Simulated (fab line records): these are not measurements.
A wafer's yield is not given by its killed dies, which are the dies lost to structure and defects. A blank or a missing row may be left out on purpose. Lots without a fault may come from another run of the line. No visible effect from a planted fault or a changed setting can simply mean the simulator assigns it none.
Chamber matching -- flow nand_harc -- NHARC_A_CONTACT_DEP_24 on pecvd-03: 3 sister chambers
The step deposits SiO2, target thk 500 nm. 6 wafers are shown with their chamber, then 7 later ones without.

## WAFERS WITH THEIR CHAMBER
wafer,chamber,throttle_valve_pct (%),heater_power_w (W)
L388.1,2,16.0,584
L388.3,1,16.2,415
L388.4,2,15.7,605
L392.5,1,16.1,514
L397.1,0,16.0,547
L397.4,0,15.7,567

## WAFERS WHOSE CHAMBER IS MISSING
wafer,throttle_valve_pct (%),heater_power_w (W)
L397.5,15.8,522
L404.1,16.1,586
L404.3,15.8,540
L404.6,16.1,458
L411.2,15.8,487
L411.5,15.8,454
L411.6,16.0,520

## WHICH CHAMBER EACH WENT THROUGH
wafer,from the rows above,in truth
L397.5,can't be placed: 0 or 2 or 1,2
L404.1,can't be placed: 2 or 0 or 1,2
L404.3,can't be placed: 0 or 2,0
L404.6,1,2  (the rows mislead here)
L411.2,can't be placed: 0 or 1 or 2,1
L411.5,can't be placed: 1 or 0 or 2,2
L411.6,can't be placed: 0 or 1 or 2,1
Correctly placed: 0 of 7. Can't be placed from these rows: 6 (the true chamber is among the candidates in 6). Placed wrongly: 1.
How it was worked out, from the rows above alone: a wafer's distance from a chamber is the root of the sum, over the readings, of the square of ((its reading less the chamber's mean) divided by the reading's scatter). The wafer belongs to the nearest chamber; if the next one is less than 2 further off, it can't be placed. The mean given for a chamber averages the wafers shown for that chamber. How the scatter is found: for the shown wafers, subtract from each reading the mean of its chamber, square and add these, divide the total by (wafers less chambers), then take the root.
